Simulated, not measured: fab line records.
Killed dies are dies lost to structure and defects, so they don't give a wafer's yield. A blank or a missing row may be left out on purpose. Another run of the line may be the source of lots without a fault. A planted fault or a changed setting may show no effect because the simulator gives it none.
A single fault, viewed from 2 desks :: flow nand_harc :: each desk holds nothing but its own numbers, with what lay behind them at the end

METROLOGY DESK
Lot by lot, what the gauges showed, no matter which tool ran the lot: averages of those sampled wafers that carry a number. A lot is out of limits, marked OUT, if its mean lies more than 4 standard deviations from the usual mean; the brackets give that distance.
Columns: A = cd_nm at NHARC_P_ZERO_WELL_CD_MEAS_37, usual 718.9 nm; B = overlay_x_nm at NHARC_P_STI_OVL_MEAS_10, usual 0 nm; C = overlay_y_nm at NHARC_P_STI_OVL_MEAS_10, usual -1 nm
lot: L725
first seen here: day 1 22:14
A: 719.6
B: -5
C: 0

lot: L727
first seen here: day 2 10:06
A: 719.4
B: -8
C: 1

lot: L729
first seen here: day 2 21:55
A: 719.3
B: 5
C: 1

lot: L730
first seen here: day 3 04:16
A: 719.3
B: -3
C: -4

lot: L731
first seen here: day 3 10:05
A: 719.4
B: -6
C: -1

lot: L732
first seen here: day 3 16:05
A: 717.3
B: -11
C: -3

lot: L736
first seen here: day 4 15:58
A: 718.4
B: -5
C: 3

lot: L739
first seen here: day 5 10:15
A: 721.0
B: 3
C: 1

lot: L740
first seen here: day 5 16:20
A: 699.4 (-8.9) OUT
B: -2
C: -9

lot: L741
first seen here: day 5 22:25
A: 702.3 (-7.5) OUT
B: -4
C: 3

lot: L746
first seen here: day 7 04:08
A: 719.0
B: 6
C: 1

lot: L747
first seen here: day 7 10:00
A: 721.2
B: -1
C: 0
This desk's verdict: out of limits on L740, L741, starting with L740 at day 5 16:20 (cd_nm at NHARC_P_ZERO_WELL_CD_MEAS_37). L725, L727, L729, L730, L731, L732, L736, L739, L746, L747: within limits.

DESK OF THE TOOL OWNER: krf_scanner-03
The tool's own readings at NHARC_P_ZERO_WELL_EXPOSE_34 (exposes mask P PWELL, target cd 720 nm): means of the sampled wafers that have a number, for each lot that ran on this tool. A lot is out of limits, marked OUT, if its mean lies more than 4 standard deviations from the usual mean; the brackets give that distance.
Columns: A = exposure_dose_mJ_cm2 at NHARC_P_ZERO_WELL_EXPOSE_34, usual 22.307
lot: L725
first seen here: day 1 22:05
A: 22.317

lot: L729
first seen here: day 2 21:46
A: 22.327

lot: L736
first seen here: day 4 15:48
A: 22.311

lot: L740
first seen here: day 5 16:11
A: 19.961 (-99 or more) OUT

lot: L741
first seen here: day 5 22:16
A: 20.022 (-99 or more) OUT
This desk's verdict: out of limits on L740, L741, starting with L740 at day 5 16:11 (exposure_dose_mJ_cm2 at NHARC_P_ZERO_WELL_EXPOSE_34). L725, L729, L736: within limits.

PUT TOGETHER
An alarm could have come from the tool owner's desk at day 5 16:11, on L740, L741.
On L740, L741, the metrology desk was in a position to raise an alarm at day 5 16:20.
Every lot named ran NHARC_P_ZERO_WELL_EXPOSE_34 on krf_scanner-03.

WHAT THE SIMULATOR HAD PUT IN
Process parameter drift: krf_scanner-03, from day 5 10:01 on, at NHARC_P_ZERO_WELL_EXPOSE_34. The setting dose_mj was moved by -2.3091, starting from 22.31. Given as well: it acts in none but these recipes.
Struck lots among those shown: L740, L741.
Delay (hours) between the fault's onset and each desk's first out-of-limits reading: 6 at the tool owner's desk, 6 at the metrology desk.
